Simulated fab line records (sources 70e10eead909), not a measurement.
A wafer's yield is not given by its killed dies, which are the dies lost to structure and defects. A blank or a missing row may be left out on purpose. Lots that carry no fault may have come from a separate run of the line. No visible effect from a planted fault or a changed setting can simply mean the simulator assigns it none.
Matching of chambers ; flow nand harc ; NHARC_A_CHANNEL_FILL_D2_ETCHBACK_20 on rie diel-12: 4 sister chambers
The step etches the open film in C4F8/O2/Ar, target depth 27 nm, time 13.5 s. 4 wafers are shown with their chamber, then 7 later ones without.

== WAFERS PAIRED WITH THEIR CHAMBERS ==
wafer;chamber;rf vpp V (V)
L087.2;3;975
L090.5;1;983
L095.2;0;982
L095.4;2;973

== WAFERS WITH NO CHAMBER GIVEN ==
wafer;rf vpp V (V)
L095.6;981
L096.1;972
L096.3;981
L096.6;973
L097.1;982
L097.4;975
L097.5;982

== WHICH CHAMBER EACH WENT THROUGH ==
wafer;from the rows above;in truth
L095.6;can't be placed: 0 or 1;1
L096.1;2;2
L096.3;can't be placed: 0 or 1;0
L096.6;2;2
L097.1;can't be placed: 0 or 1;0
L097.4;3;3
L097.5;can't be placed: 0 or 1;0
Placed correctly: 3 of 7. Unplaceable from these rows: 4, with the true chamber sitting among the candidates in 4. Number placed wrongly: 0.
How it was worked out, from the rows above alone: a wafer's distance from a chamber is the root of the sum, over the readings, of the square of ((its reading less the chamber's mean) divided by the reading's scatter). If the next closest chamber is less than 2 further off than the closest, the wafer can't be placed; otherwise it belongs to the closest. The mean given for a chamber averages the wafers shown for that chamber. The scatter: root of mean squared gap, hidden wafer to nearest shown wafer, with one shown wafer a chamber.
